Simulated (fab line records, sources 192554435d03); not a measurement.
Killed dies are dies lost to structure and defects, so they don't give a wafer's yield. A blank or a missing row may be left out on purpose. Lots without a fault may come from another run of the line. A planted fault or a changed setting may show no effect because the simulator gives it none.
fab line records | flow n5_finfet
record lots=5 wafers=15 last_day=16
route steps=1938 shown MOL_CONTACT_COAG@544
lots that met no fault: from a run of the same line without faults
start_h: hours from the record's first day to the start of the lot's first wafer shown | wait_h: hours since the lot's step before | " the same as in the row above | L1.1+2: a row that stands for several wafers | - no value, or no start given | * or withheld: withheld | < > ~ a bound
route shown NAME@n: a module of which the file shows steps, and the number in the route of the first | usual: mean/standard deviation of fault-free wafers | same: alike in all rows | chamber/n: place in a boat | sites: the reading at each site | _std_site: their standard deviation | _edge_site: outer sites' mean less inner sites' | radius_mm: how far each site lies from the wafer's centre | mask NAME#n: copy n | behind: the tool/chamber that last shaped the wafer | hold: why the lot was held/for how many hours/how that ended | device: the transistor (n, p or np) that didn't switch | end of line: the same wafers' tests at the end of the route | a step without rows: its recipe alone | killed: dies lost to structure and defects at the first sort, not the wafer's yield | map: a wafer's dies, x killed, . not, _ none there
set.NAME: the setting as run; set.NAME@STEP: as run at that earlier step | model.NAME: the simulator's own value behind a step, which no gauge read
lots at some steps of the route; a table a step, a row a wafer
services: from which hour (start_h, from the record's first day; less than 0 if before it) a tool's chamber was out of use, for how many hours, and why
## steps
# step N5_MOL_CONTACT_COAG_ALD_20
# recipe material=TiN target_thk_a=15 temp_c=400 ald_precursor_family=TiCl4 ald_co_reactant=NH3 pulse_time_s=1 purge_time_s=3 co_reactant_purge_time_s=2 co_reactant_pulse_time_s=2 ald_cycles=68 pressure_torr=3
# usual heater_power_w=941/120 precursor_pulse_height_rel=1.001/0.021
# columns lot.wafer tool chamber start_h wait_h heater_power_w precursor_pulse_height_rel
L078.2 ald_metal-03 3 115.48 0.1 1066 0.977
L078.4 " 2 " " 822 0.994
L078.6 " 0 " " 854 1.013
L084.3 ald_metal-03 1 154.63 0.1 980 1.005
L084.4 " 0 " " 851 0.992
L084.6 " 1 " " 974 1.021
L089.3 ald_metal-02 0 183.00 0.1 975 0.979
L089.4 " 1 " " 849 1.004
L089.5 " 3 " " 1013 1.044
L092.1 ald_metal-03 0 200.51 0.1 823 0.992
L092.3 " 1 " " 956 1.019
L092.6 " 1 " " 972 1.017
L093.2 ald_metal-03 3 207.48 0.1 1076 0.965
L093.3 " 1 " " 998 0.976
L093.5 " 1 " " 1011 1.030
# step N5_MOL_CONTACT_COAG_SIL_ANNEAL_21
# recipe temp_c=550 time_s=60 ambient=N2
# usual lamp_power_pct=5.8/0.47 wafer_temp_C_max=553.8/0.84
# columns lot.wafer tool chamber start_h wait_h lamp_power_pct wafer_temp_C_max
L078.2 rtp_anneal-02 0 116.00 0.3 6.0 554.4
L078.4 " 0 " " 6.1 553.6
L078.6 " 0 " " 6.1 553.3
L084.3 rtp_anneal-02 0 155.29 0.5 6.1 553.3
L084.4 " 0 " " 6.1 553.0
L084.6 " 0 " " 6.1 552.2
L089.3 rtp_anneal-01 0 183.44 0.3 4.9 554.2
L089.4 " 0 " " 4.9 554.5
L089.5 " 0 " " 4.9 554.5
L092.1 rtp_anneal-02 0 200.89 0.2 6.1 553.9
L092.3 " 0 " " 6.0 553.8
L092.6 " 0 " " 6.1 553.8
L093.2 rtp_anneal-02 0 207.91 0.3 6.0 553.8
L093.3 " 0 " " 6.1 553.6
L093.5 " 0 " " 6.1 553.1
# step N5_MOL_CONTACT_COAG_PRE_CLEAN_141
# recipe gas=H2/He time_s=60 temp_c=300
# usual heater_power_w=469/46
# columns lot.wafer tool chamber start_h wait_h heater_power_w
L078.2 pvd_sputter-01 - 116.60 0.6 451
L078.4 " - " " 455
L078.6 " - " " 554
L084.3 pvd_sputter-01 - 155.88 0.6 452
L084.4 " - " " 447
L084.6 " - " " 467
L089.3 pvd_sputter-03 - 184.96 1.5 439
L089.4 " - " " 399
L089.5 " - " " 433
L092.1 pvd_sputter-03 - 201.57 0.6 403
L092.3 " - " " 490
L092.6 " - " " 439
L093.2 pvd_sputter-02 - 209.11 1.1 445
L093.3 " - " " 501
L093.5 " - " " 432
# step N5_MOL_CONTACT_COAG_SPUTTER_143
# recipe material=Co target_thk_a=25 temp_c=25 chamber_pressure_pa=0.2
# usual throttle_valve_pct=30.4/1.1
# columns lot.wafer tool chamber start_h wait_h throttle_valve_pct
L078.2 pvd_sputter-01 - 116.66 0.0 33.0
L078.4 " - " " 30.7
L078.6 " - " " 30.4
L084.3 pvd_sputter-01 - 155.94 0.0 30.9
L084.4 " - " " 30.6
L084.6 " - " " 33.2
L089.3 pvd_sputter-03 - 185.02 0.0 30.5
L089.4 " - " " 30.2
L089.5 " - " " 30.1
L092.1 pvd_sputter-03 - 201.63 0.0 30.0
L092.3 " - " " 28.9
L092.6 " - " " 30.3
L093.2 pvd_sputter-02 - 209.17 0.0 29.2
L093.3 " - " " 30.2
L093.5 " - " " 29.2
# step N5_MOL_CONTACT_COAG_CO_FILL_22
# recipe material=Co target_thk_a=200 temp_c=200 precursor=CCTBA/H2 pressure_torr=30
# usual heater_power_w=242/38
# columns lot.wafer tool chamber start_h wait_h heater_power_w
L078.2 cvd_co-01 2 116.78 0.1 226
L078.4 " 2 " " 228
L078.6 " 1 " " 214
L084.3 cvd_co-01 2 156.06 0.1 225
L084.4 " 1 " " 220
L084.6 " 2 " " 219
L089.3 cvd_co-02 0 185.14 0.1 245
L089.4 " 0 " " 247
L089.5 " 1 " " 215
L092.1 cvd_co-01 1 201.75 0.1 217
L092.3 " 0 " " 306
L092.6 " 1 " " 218
L093.2 cvd_co-01 1 209.30 0.1 215
L093.3 " 0 " " 311
L093.5 " 0 " " 314
# step N5_MOL_CONTACT_COAG_ANNEAL_113
# recipe temp_c=400 time_s=300 ambient=H2/N2
# usual lamp_power_pct=2.46/0.23 wafer_temp_C_max=402.9/0.67
# columns lot.wafer tool chamber start_h wait_h lamp_power_pct wafer_temp_C_max
L078.2 rtp_anneal-02 0 117.67 0.6 2.60 402.4
L078.4 " 0 " " 2.60 402.3
L078.6 " 0 " " 2.60 402.7
L084.3 rtp_anneal-02 0 157.09 0.7 2.60 402.2
L084.4 " 0 " " 2.60 403.0
L084.6 " 0 " " 2.60 402.5
L089.3 rtp_anneal-02 0 186.12 0.7 2.60 402.3
L089.4 " 0 " " 2.60 402.8
L089.5 " 0 " " 2.61 401.8
L092.1 rtp_anneal-01 0 202.40 0.4 2.10 404.8
L092.3 " 0 " " 2.10 402.4
L092.6 " 0 " " 2.10 404.2
L093.2 rtp_anneal-01 0 210.06 0.5 2.10 403.2
L093.3 " 0 " " 2.10 403.2
L093.5 " 0 " " 2.10 403.2
# step N5_MOL_CONTACT_COAG_PRE_CLEAN_142
# recipe gas=H2/He time_s=60 temp_c=300
# usual heater_power_w=469/49
# columns lot.wafer tool chamber start_h wait_h heater_power_w
L078.2 pvd_sputter-03 - 119.74 1.9 406
L078.4 " - " " 494
L078.6 " - " " 493
L084.3 pvd_sputter-03 - 158.64 1.4 439
L084.4 " - " " 486
L084.6 " - " " 484
L089.3 pvd_sputter-01 - 186.75 0.5 458
L089.4 " - " " 450
L089.5 " - " " 455
L092.1 pvd_sputter-02 - 204.40 1.9 526
L092.3 " - " " 411
L092.6 " - " " 403
L093.2 pvd_sputter-01 - 210.93 0.7 530
L093.3 " - " " 458
L093.5 " - " " 460
# step N5_MOL_CONTACT_COAG_SPUTTER_130
# recipe material=Co target_thk_a=475 temp_c=25 chamber_pressure_pa=0.5 power_w=3000
# usual throttle_valve_pct=30.3/1.2
# columns lot.wafer tool chamber start_h wait_h throttle_valve_pct
L078.2 pvd_sputter-03 - 119.80 0.0 30.1
L078.4 " - " " 29.1
L078.6 " - " " 28.8
L084.3 pvd_sputter-03 - 158.70 0.0 30.6
L084.4 " - " " 28.9
L084.6 " - " " 29.0
L089.3 pvd_sputter-01 - 186.81 0.0 30.7
L089.4 " - " " 33.0
L089.5 " - " " 30.7
L092.1 pvd_sputter-02 - 204.46 0.0 30.2
L092.3 " - " " 29.0
L092.6 " - " " 29.3
L093.2 pvd_sputter-01 - 210.99 0.0 30.4
L093.3 " - " " 30.8
L093.5 " - " " 32.9
# step N5_MOL_CONTACT_COAG_PRECLEAN_125
# recipe chemistry=DIW time_s=57.5 temp_c=23
# columns lot.wafer tool chamber start_h wait_h
L078.2+4+6 wet_bench-04 6,7,4 119.93 0.1
L084.3+4+6 wet_bench-04 0,1,2 158.83 0.1
L089.3+4+5 wet_bench-01 0,5,7 186.94 0.1
L092.1+3+6 wet_bench-04 6,3,7 204.59 0.1
L093.2+3+5 wet_bench-01 3,7,0 211.12 0.1
# step N5_MOL_CONTACT_COAG_SRD_126
# recipe dry_time_s=32 dry=n2_spin spin_rpm=1500
# columns lot.wafer tool chamber start_h wait_h
L078.2+4+6 wet_bench-04 6,7,4 119.95 0.0
L084.3+4+6 wet_bench-04 0,1,2 158.85 0.0
L089.3+4+5 wet_bench-01 0,5,7 186.96 0.0
L092.1+3+6 wet_bench-04 6,3,7 204.61 0.0
L093.2+3+5 wet_bench-01 3,7,0 211.14 0.0
# step N5_MOL_CONTACT_COAG_CMP_23
# recipe stop_on=SiO2 t_overpolish_s=1.5 post_cmp_clean=cu_alkaline down_force_psi=2 platen_rpm=50.289 pad_velocity_m_s=1.0006 target_thk_nm=0
# usual motor_current_A=7.8/0.92 overpolish_run_s=1.500/0.0091 slurry_flow_ml_min=150.1/0.47 time_to_endpoint_s=8.5/2.8
# columns lot.wafer tool chamber start_h wait_h motor_current_A overpolish_run_s slurry_flow_ml_min time_to_endpoint_s
L078.2 cmp-04 3 120.06 0.1 7.8 1.500 150.0 9.3
L078.4 " 0 " " 6.9 1.498 150.1 8.1
L078.6 " 1 " " 8.8 1.509 149.5 7.0
L084.4 cmp-04 3 158.88 0.0 7.2 1.496 150.1 10.6
L084.3 " 2 " " 9.0 1.501 149.5 10.6
L084.6 " 3 " " 7.4 1.516 149.5 11.0
L089.4 cmp-02 0 187.00 0.0 7.3 1.504 150.0 7.0
L089.3 " 2 " " 8.5 1.503 150.6 8.5
L089.5 " 0 " " 7.7 1.488 149.7 9.4
L092.1 cmp-02 1 204.72 0.1 7.3 1.505 150.5 4.0
L092.3 " 2 " " 8.6 1.506 150.5 7.8
L092.6 " 3 " " 7.0 1.486 149.6 10.4
L093.2 cmp-04 1 211.21 0.1 8.6 1.478 150.7 6.3
L093.3 " 3 " " 7.6 1.495 149.9 12.4
L093.5 " 0 " " 6.7 1.501 150.2 6.7
# step N5_MOL_CONTACT_COAG_WET_ETCH_26
# recipe target=Co target_depth_nm=13
# columns lot.wafer tool chamber start_h wait_h
L078.2+4+6 wet_bench-06 3,1,5 120.34 0.0
L084.3+4+6 wet_bench-01 2,3,6 159.23 0.0
L089.3+4+5 wet_bench-04 3,1,0 187.35 0.0
L092.1+3+6 wet_bench-06 4,2,0 204.99 0.0
L093.2+3+5 wet_bench-04 1,6,7 211.52 0.0
# step N5_MOL_CONTACT_COAG_WET_ETCH_116
# recipe chemistry=SC1-inhibited target_depth_nm=4.6 dry=ipa_marangoni rinse_time_s=30 rinse_temp_c=23
# same rinse_time_s=30
# columns lot.wafer tool chamber start_h wait_h
L078.2+4+6 wet_bench-06 3,1,5 120.49 0.0
L084.3+4+6 wet_bench-01 2,3,6 159.38 0.0
L089.3+4+5 wet_bench-04 3,1,0 187.51 0.0
L092.1+3+6 wet_bench-06 4,2,0 205.14 0.0
L093.2+3+5 wet_bench-04 1,6,7 211.67 0.0
# step N5_MOL_CONTACT_COAG_ALD_27
# recipe material=SiOC target_thk_a=170 temp_c=400 ald_precursor_family=carbosiloxane ald_co_reactant=H2-plasma pulse_time_s=1.5 time_s=2720 purge_time_s=2 co_reactant_purge_time_s=2 ald_cycles=340 pressure_torr=2
# usual heater_power_w=876/66 precursor_pulse_height_rel=1.003/0.022
# columns lot.wafer tool chamber start_h wait_h heater_power_w precursor_pulse_height_rel
L078.2 ald_sin-02 1 120.81 0.0 960 1.026
L078.4 " 0 " " 847 1.027
L078.6 " 0 " " 847 0.980
L084.3 ald_sin-04 2 159.70 0.0 924 0.997
L084.4 " 3 " " 934 1.033
L084.6 " 2 " " 925 0.988
L089.3 ald_sin-01 2 188.14 0.3 837 0.974
L089.4 " 0 " " 868 1.040
L089.5 " 1 " " 852 0.961
L092.1 ald_sin-04 1 205.46 0.0 836 0.971
L092.3 " 0 " " 768 1.028
L092.6 " 1 " " 854 0.970
L093.2 ald_sin-02 0 211.99 0.0 849 0.993
L093.3 " 2 " " 866 1.025
L093.5 " 3 " " 828 0.984
# step N5_MOL_CONTACT_COAG_CMP_28
# recipe stop_on=SiNx t_overpolish_s=0.85 post_cmp_clean=alkaline_brush down_force_psi=4.15 platen_rpm=51.8 pad_velocity_m_s=1.0307 target_thk_nm=14.522
# usual motor_current_A=12.1/1.6 slurry_flow_ml_min=150.0/0.5 time_to_endpoint_s=3.7/2.3
# columns lot.wafer tool chamber start_h wait_h motor_current_A slurry_flow_ml_min time_to_endpoint_s
L078.2 cmp-02 3 122.37 0.8 11.0 150.5 4.6
L078.4 " 2 " " 13.0 149.5 6.8
L078.6 " 0 " " 10.9 150.5 4.1
L084.4 cmp-02 2 161.27 0.8 13.8 150.3 1.4
L084.3 " 1 " " 11.2 150.0 0.1
L084.6 " 3 " " 10.6 150.1 5.5
L089.4 cmp-02 1 189.99 1.1 10.6 150.3 0.0
L089.3 " 2 " " 13.3 150.7 1.1
L089.5 " 3 " " 10.7 150.0 3.1
L092.1 cmp-04 2 207.11 0.9 13.9 150.7 1.2
L092.3 " 3 " " 11.4 150.0 2.1
L092.6 " 0 " " 9.9 149.2 1.5
L093.2 cmp-04 2 213.56 0.8 14.6 151.4 4.2
L093.3 " 0 " " 10.5 150.3 3.7
L093.5 " 2 " " 15.0 151.1 4.1
# step N5_MOL_CONTACT_COAG_THK_MEAS_29
# recipe reads=SiNx_of_GATE_CUT_PECVD_57+SiNx_of_GATE_CUT_SAC_CAP_01
# usual MD_CAP_THK=17.91/0.076
# columns lot.wafer tool chamber start_h wait_h MD_CAP_THK[nm]
L078.2 film_metro-02 - 122.67 - 17.88
L078.4 " - " " 17.91
L078.6 " - " " 17.90
L084.3 film_metro-02 - 161.57 - 17.92
L084.4 " - " " 17.95
L084.6 " - " " 17.97
L089.3 film_metro-02 - 190.21 - 17.98
L089.4 " - " " 17.97
L089.5 " - " " 18.07
L092.1 film_metro-01 - 207.33 - 17.94
L092.3 " - " " 17.88
L092.6 " - " " 17.92
L093.2 film_metro-02 - 213.85 - 18.00
L093.3 " - " " 17.95
L093.5 " - " " 17.98
# step N5_MOL_CONTACT_COAG_ALD_123
# recipe material=SiNx target_thk_a=50 temp_c=400 ald_precursor_family=SiH2I2 ald_co_reactant=N2/H2-plasma pulse_time_s=1 purge_time_s=2 co_reactant_purge_time_s=2 ald_cycles=100 pressure_torr=2
# usual heater_power_w=879/69 precursor_pulse_height_rel=1.000/0.02
# columns lot.wafer tool chamber start_h wait_h heater_power_w precursor_pulse_height_rel
L078.2 ald_sin-04 0 123.40 0.7 784 1.042
L078.4 " 3 " " 947 0.995
L078.6 " 0 " " 780 1.015
L084.3 ald_sin-04 3 161.60 0.0 937 1.021
L084.4 " 2 " " 938 1.022
L084.6 " 2 " " 920 1.022
L089.3 ald_sin-04 2 190.25 0.0 923 1.010
L089.4 " 3 " " 940 0.992
L089.5 " 3 " " 974 0.994
L092.1 ald_sin-04 2 207.36 0.0 927 1.015
L092.3 " 1 " " 847 0.986
L092.6 " 3 " " 962 1.043
L093.2 ald_sin-02 3 213.89 0.0 810 1.012
L093.3 " 1 " " 993 1.010
L093.5 " 2 " " 877 0.992
# step N5_MOL_CONTACT_COAG_PECVD_31
# recipe material=SiO2 target_thk_a=460 temp_c=400 precursor=TEOS/O2 pressure_torr=6.5 rf_w=withheld teos_flow_sccm=withheld gas=O2 flow_sccm=2650 time_s=8.9
# columns lot.wafer tool chamber start_h wait_h
L078.2+4+6 pecvd-03 0,0,1 123.91 0.3
L084.3+4+6 pecvd-02 1,0,1 162.11 0.3
L089.3+4+5 pecvd-01 1,1,0 190.75 0.3
L092.1+3+6 pecvd-02 0,2,2 207.87 0.3
L093.2+3+5 pecvd-03 2,1,1 214.40 0.3
# step N5_MOL_CONTACT_COAG_COAT_75
# recipe resist=SOC temp_c=250 time_s=60 spin_rpm=1500 resist_thk_nm=60
# columns lot.wafer tool chamber start_h wait_h
L078.2+4+6 litho_track-03 0 123.96 0.0
L084.3+4+6 litho_track-03 0 162.17 0.0
L089.3+4+5 litho_track-04 0 190.81 0.0
L092.1+3+6 litho_track-04 0 207.94 0.1
L093.2+3+5 litho_track-03 0 214.45 0.0
# step N5_MOL_CONTACT_COAG_COAT_76
# recipe resist=SiARC temp_c=220 time_s=60 spin_rpm=1500 resist_thk_nm=10
# columns lot.wafer tool chamber start_h wait_h
L078.2+4+6 litho_track-03 0 - -
L084.3+4+6 litho_track-03 0 - -
L089.3+4+5 litho_track-04 0 - -
L092.1+3+6 litho_track-04 0 - -
L093.2+3+5 litho_track-03 0 - -
# step N5_MOL_CONTACT_COAG_COAT_77
# recipe resist=underlayer temp_c=205 time_s=60 spin_rpm=1500 resist_thk_nm=10
# columns lot.wafer tool chamber start_h wait_h
L078.2+4+6 litho_track-03 0 - -
L084.3+4+6 litho_track-03 0 - -
L089.3+4+5 litho_track-04 0 - -
L092.1+3+6 litho_track-04 0 - -
L093.2+3+5 litho_track-03 0 - -
# step N5_MOL_CONTACT_COAG_COAT_78
# recipe resist=CAR-EUV spin_rpm=1500 resist_thk_nm=40
# columns lot.wafer tool chamber start_h wait_h
L078.2+4+6 litho_track-03 0 - -
L084.3+4+6 litho_track-03 0 - -
L089.3+4+5 litho_track-04 0 - -
L092.1+3+6 litho_track-04 0 - -
L093.2+3+5 litho_track-03 0 - -
# step N5_MOL_CONTACT_COAG_EBR_80
# recipe solvent=PGMEA ebr_width_mm=1.5
# columns lot.wafer tool chamber start_h wait_h
L078.2+4+6 litho_track-03 0 - -
L084.3+4+6 litho_track-03 0 - -
L089.3+4+5 litho_track-04 0 - -
L092.1+3+6 litho_track-04 0 - -
L093.2+3+5 litho_track-03 0 - -
# step N5_MOL_CONTACT_COAG_SOFTBAKE_79
# recipe temp_c=110 time_s=60 resist=CAR-EUV
# columns lot.wafer tool chamber start_h wait_h
L078.2+4+6 litho_track-03 0 - -
L084.3+4+6 litho_track-03 0 - -
L089.3+4+5 litho_track-04 0 - -
L092.1+3+6 litho_track-04 0 - -
L093.2+3+5 litho_track-03 0 - -
# step N5_MOL_CONTACT_COAG_EXPOSE_81
# recipe mask_id=VG na=0.33 source_shape=annular sigma_inner=0.3 sigma_outer=0.7 polarization=unpolarized defocus_nm=0 dose_mj=59.5
# columns lot.wafer tool chamber start_h wait_h mask
L078.2+4+6 euv_scanner-02 0 124.11 - VG#0
L084.3+4+6 euv_scanner-01 0 162.32 - VG#0
L089.3+4+5 euv_scanner-01 0 191.09 - VG#0
L092.1+3+6 euv_scanner-02 0 208.20 - VG#0
L093.2+3+5 euv_scanner-02 0 214.61 - VG#0
# step N5_MOL_CONTACT_COAG_PEB_82
# recipe peb_temp_c=100 peb_time_s=60 resist=CAR-EUV
# columns lot.wafer tool chamber start_h wait_h
L078.2+4+6 litho_track-03 0 124.18 0.1
L084.3+4+6 litho_track-03 0 162.38 0.1
L089.3+4+5 litho_track-04 0 191.15 0.1
L092.1+3+6 litho_track-04 0 208.28 0.1
L093.2+3+5 litho_track-03 0 214.67 0.1
# step N5_MOL_CONTACT_COAG_DEVELOP_83
# recipe develop_time_s=30 developer=TMAH resist=CAR-EUV rinse_liquid=surfactant_rinse dry=air_spin dev_temp_c=23
# columns lot.wafer tool chamber start_h wait_h
L078.2+4+6 litho_track-03 0 - -
L084.3+4+6 litho_track-03 0 - -
L089.3+4+5 litho_track-04 0 - -
L092.1+3+6 litho_track-04 0 - -
L093.2+3+5 litho_track-03 0 - -
# step N5_MOL_CONTACT_COAG_CD_MEAS_84
# recipe target_cd_nm=25.1 landing_energy_ev=500 detector=se_inlens polarity=opening
# usual cd_nm=25.05/0.24
# columns lot.wafer tool chamber start_h wait_h cd_nm
L078.2 cd_sem-02 0 124.24 - 25.29
L078.4 " 0 " " 24.95
L078.6 " 0 " " 25.14
L084.3 cd_sem-02 0 162.45 - 24.90
L084.4 " 0 " " 25.25
L084.6 " 0 " " 25.28
L089.3 cd_sem-02 0 191.22 - 25.01
L089.4 " 0 " " 25.24
L089.5 " 0 " " 24.87
L092.1 cd_sem-01 0 208.34 - 25.33
L092.3 " 0 " " 24.93
L092.6 " 0 " " 25.26
L093.2 cd_sem-03 0 214.74 - 24.95
L093.3 " 0 " " 24.65
L093.5 " 0 " " 24.73
# step N5_MOL_CONTACT_COAG_OVL_MEAS_85
# recipe points_per_wafer=522
# usual VG_OVL=0.0/0.69
# columns lot.wafer tool chamber start_h wait_h VG_OVL[nm]
L078.2 overlay-02 0 124.28 0.0 -0.5
L078.4 " 0 " " -0.1
L078.6 " 0 " " -1.2
L084.3 overlay-01 0 162.49 0.0 1.2
L084.4 " 0 " " 0.1
L084.6 " 0 " " -0.3
L089.3 overlay-02 0 191.26 0.0 0.2
L089.4 " 0 " " -0.3
L089.5 " 0 " " 1.0
L092.1 overlay-01 0 208.38 0.0 1.1
L092.3 " 0 " " 1.0
L092.6 " 0 " " 1.1
L093.2 overlay-02 0 214.78 0.0 0.2
L093.3 " 0 " " -0.8
L093.5 " 0 " " 0.3
# step N5_MOL_CONTACT_COAG_INSPECT_57
# recipe mode=adi inspect_instrument=brightfield
# usual raw_defect_count=192/45
# columns lot.wafer tool chamber start_h wait_h raw_defect_count
L078.2 defect_inspect-01 - 124.33 0.0 245
L078.4 " - " " 210
L078.6 " - " " 244
L084.3 defect_inspect-01 - 162.54 0.0 201
L084.4 " - " " 182
L084.6 " - " " 241
L089.3 defect_inspect-01 - 191.30 0.0 150
L089.4 " - " " 178
L089.5 " - " " 194
L092.1 defect_inspect-02 - 208.43 0.1 191
L092.3 " - " " 265
L092.6 " - " " 190
L093.2 defect_inspect-02 - 214.83 0.0 147
L093.3 " - " " 182
L093.5 " - " " 136
# step N5_MOL_CONTACT_COAG_DESCUM_88
# recipe chemistry=O2 time_s=7 source_power_w=50 bias_power_w=20 pressure_mtorr=20 rf_frequency_hz=2.712e+07 temp_c=40 resist=CAR-EUV o2_flow_sccm=225
# usual drypump_motor_current_A=5.7/0.44 oes_product_au=0.80/0.086 rf_vpp_V=243.1/1.3 showerhead_plenum_p_Torr=2.09/0.063 throttle_valve_pct=20.47/0.23
# columns lot.wafer tool chamber start_h wait_h drypump_motor_current_A oes_product_au rf_hours_counter_h rf_vpp_V showerhead_plenum_p_Torr throttle_valve_pct
L078.2 rie_diel-03 2 124.37 0.0 5.5 0.81 112 245.0 2.17 20.34
L078.4 " 3 " " 6.2 0.87 60 245.3 2.14 20.30
L078.6 " 2 " " 5.5 0.80 - 244.9 2.17 20.36
L084.3 rie_diel-02 0 162.57 0.0 5.3 0.96 15 243.2 2.05 20.28
L084.4 " 3 " " 5.1 0.84 50 243.4 2.13 20.41
L084.6 " 1 " " 6.2 0.77 - 244.3 2.09 20.41
L089.3 rie_diel-02 3 192.36 1.1 5.1 0.82 63 244.4 2.13 20.44
L089.4 " 1 " " 6.2 0.76 128 244.0 2.08 20.44
L089.5 " 1 " " 6.2 0.76 - 242.5 2.08 20.45
L092.1 rie_diel-03 1 208.47 0.0 6.2 0.69 240 242.5 2.07 20.98
L092.3 " 2 " " 5.5 0.77 142 242.9 2.16 20.40
L092.6 " 2 " " 5.5 0.77 - 244.8 2.16 20.41
L093.2 rie_diel-02 0 215.09 0.3 5.2 0.90 37 243.3 2.04 20.32
L093.3 " 2 " " 5.7 0.87 59 240.9 2.05 20.58
L093.5 " 0 " " 5.3 0.91 - 242.4 2.04 20.31
# step N5_MOL_CONTACT_COAG_ETCH_89
# recipe chemistry=N2/H2 target=underlayer target_depth_a=130 mask_material=CAR-EUV time_s=10.4 ion_energy_ev=200 pressure_mtorr=30 source_w=840 bias_w=150 n2_flow_sccm=200 h2_flow_sccm=200 ends=cleared
# usual drypump_motor_current_A=5.7/0.44 etch_rf_on_time_s=10.18/0.25 oes_product_au=0.69/0.073 rf_vpp_V=523.8/2.4 showerhead_plenum_p_Torr=2.54/0.081 throttle_valve_pct=17.95/0.24
# columns lot.wafer tool chamber start_h wait_h drypump_motor_current_A etch_rf_on_time_s oes_product_au rf_hours_counter_h rf_vpp_V showerhead_plenum_p_Torr throttle_valve_pct
L078.2 rie_diel-03 2 124.40 0.0 5.5 10.35 0.67 112 527.4 2.67 18.01
L078.4 " 3 " " 6.2 10.03 0.75 60 525.6 2.59 17.69
L078.6 " 2 " " 5.5 10.39 0.66 - 525.4 2.67 18.03
L084.3 rie_diel-02 0 162.60 0.0 5.2 9.97 0.83 15 522.1 2.50 17.75
L084.4 " 3 " " 5.1 10.27 0.72 50 525.3 2.58 17.81
L084.6 " 1 " " 6.2 10.28 0.65 - 523.9 2.57 17.99
L089.3 rie_diel-02 3 192.40 0.0 5.1 10.22 0.71 63 524.2 2.58 17.83
L089.4 " 1 " " 6.2 10.21 0.65 128 524.6 2.57 18.00
L089.5 " 1 " " 6.1 10.23 0.65 - 523.2 2.57 17.99
L092.1 rie_diel-03 1 208.50 0.0 6.2 9.76 0.61 240 521.8 2.51 18.46
L092.3 " 2 " " 5.5 10.49 0.64 143 526.9 2.66 18.06
L092.6 " 2 " " 5.5 10.41 0.65 - 526.7 2.66 18.07
L093.2 rie_diel-02 0 215.12 0.0 5.2 9.91 0.78 37 522.4 2.49 17.80
L093.3 " 2 " " 5.8 10.00 0.74 59 521.5 2.47 17.89
L093.5 " 0 " " 5.2 9.99 0.79 - 522.2 2.49 17.78
# step N5_MOL_CONTACT_COAG_ETCH_90
# recipe chemistry=CF4 target=SiARC target_depth_a=130 mask_material=CAR-EUV time_s=21.7 ion_energy_ev=80 pressure_mtorr=40 source_w=545 bias_w=36 Ar_flow_sccm=100 cf4_flow_sccm=100 ends=cleared
# usual drypump_motor_current_A=5.7/0.44 etch_rf_on_time_s=21.3/0.49 oes_product_au=0.69/0.072 rf_vpp_V=184.0/1.2 showerhead_plenum_p_Torr=2.14/0.062 throttle_valve_pct=15.66/0.24
# columns lot.wafer tool chamber start_h wait_h drypump_motor_current_A etch_rf_on_time_s oes_product_au rf_hours_counter_h rf_vpp_V showerhead_plenum_p_Torr throttle_valve_pct
L078.2 rie_diel-03 2 124.42 0.0 5.5 21.8 0.67 112 184.7 2.24 15.65
L078.4 " 3 " " 6.2 21.0 0.75 60 183.8 2.18 15.40
L078.6 " 2 " " 5.5 21.6 0.67 - 186.2 2.24 15.62
L084.3 rie_diel-02 0 162.62 0.0 5.2 20.9 0.82 15 181.2 2.10 15.41
L084.4 " 3 " " 5.1 21.3 0.72 50 184.4 2.18 15.53
L084.6 " 1 " " 6.1 21.1 0.66 - 184.9 2.15 15.69
L089.3 rie_diel-02 3 192.42 0.0 5.1 21.5 0.70 63 184.8 2.18 15.56
L089.4 " 1 " " 6.2 21.1 0.65 128 185.2 2.15 15.73
L089.5 " 1 " " 6.2 21.2 0.65 - 184.4 2.15 15.71
L092.1 rie_diel-03 1 208.52 0.0 6.2 20.3 0.61 240 183.7 2.12 16.18
L092.3 " 2 " " 5.5 21.8 0.64 143 185.1 2.23 15.72
L092.6 " 2 " " 5.5 22.0 0.64 - 184.5 2.23 15.70
L093.2 rie_diel-02 0 215.14 0.0 5.2 21.1 0.79 37 183.4 2.10 15.44
L093.3 " 2 " " 5.7 21.4 0.72 59 183.3 2.08 15.56
L093.5 " 0 " " 5.2 21.0 0.78 - 183.9 2.10 15.46
# step N5_MOL_CONTACT_COAG_ALD_131
# recipe material=SiO2 target_thk_a=50 temp_c=100 ald_precursor_family=BDEAS ald_co_reactant=O2-plasma pulse_time_s=1 co_reactant_pulse_time_s=1 purge_time_s=2 co_reactant_purge_time_s=2 ald_cycles=35 pressure_torr=2
# usual heater_power_w=81/6.3 precursor_pulse_height_rel=0.998/0.022
# columns lot.wafer tool chamber start_h wait_h heater_power_w precursor_pulse_height_rel
L078.2 ald_sin-04 0 124.50 0.1 72 0.964
L078.4 " 1 " " 79 0.973
L078.6 " 2 " " 87 0.999
L084.3 ald_sin-01 0 162.73 0.1 80 1.038
L084.4 " 2 " " 77 0.947
L084.6 " 2 " " 78 1.036
L089.3 ald_sin-02 3 192.50 0.1 75 0.954
L089.4 " 1 " " 92 0.981
L089.5 " 2 " " 78 1.016
L092.1 ald_sin-01 0 208.60 0.1 78 0.983
L092.3 " 3 " " 92 0.989
L092.6 " 3 " " 90 1.016
L093.2 ald_sin-02 1 215.22 0.1 94 0.999
L093.3 " 2 " " 78 1.024
L093.5 " 1 " " 91 0.978
## services
# columns tool chamber start_h hours kind
ald_sin-02 3 97.21 13.9 repair
pvd_sputter-01 - 97.88 0.6 repair
cmp-04 - 99.01 1.8 repair
euv_scanner-01 - 106.91 1.0 pm
rtp_anneal-01 - 108.54 51.1 pm
cmp-02 - 113.88 0.6 repair
ald_metal-03 - 118.63 2.8 pm
ald_sin-01 - 120.25 14.6 pm
ald_sin-02 - 132.72 6.1 pm
ald_sin-01 1 135.89 2.6 repair
pvd_sputter-03 - 136.53 4.5 repair
euv_scanner-02 - 140.45 1.0 pm
pecvd-02 - 146.03 14.6 pm
rtp_anneal-02 - 159.76 6.4 pm
cmp-04 - 160.39 5.2 repair
euv_scanner-01 - 163.06 1.0 pm
cvd_co-01 - 168.74 6.0 pm
ald_sin-02 - 176.75 14.0 pm
cmp-04 - 186.80 5.9 pm
cmp-02 - 194.17 4.0 pm
euv_scanner-02 - 196.60 1.0 pm
euv_scanner-02 - 201.21 0.3 repair
euv_scanner-02 - 204.10 0.3 repair
euv_scanner-02 - 211.08 0.7 repair
## key
fault none
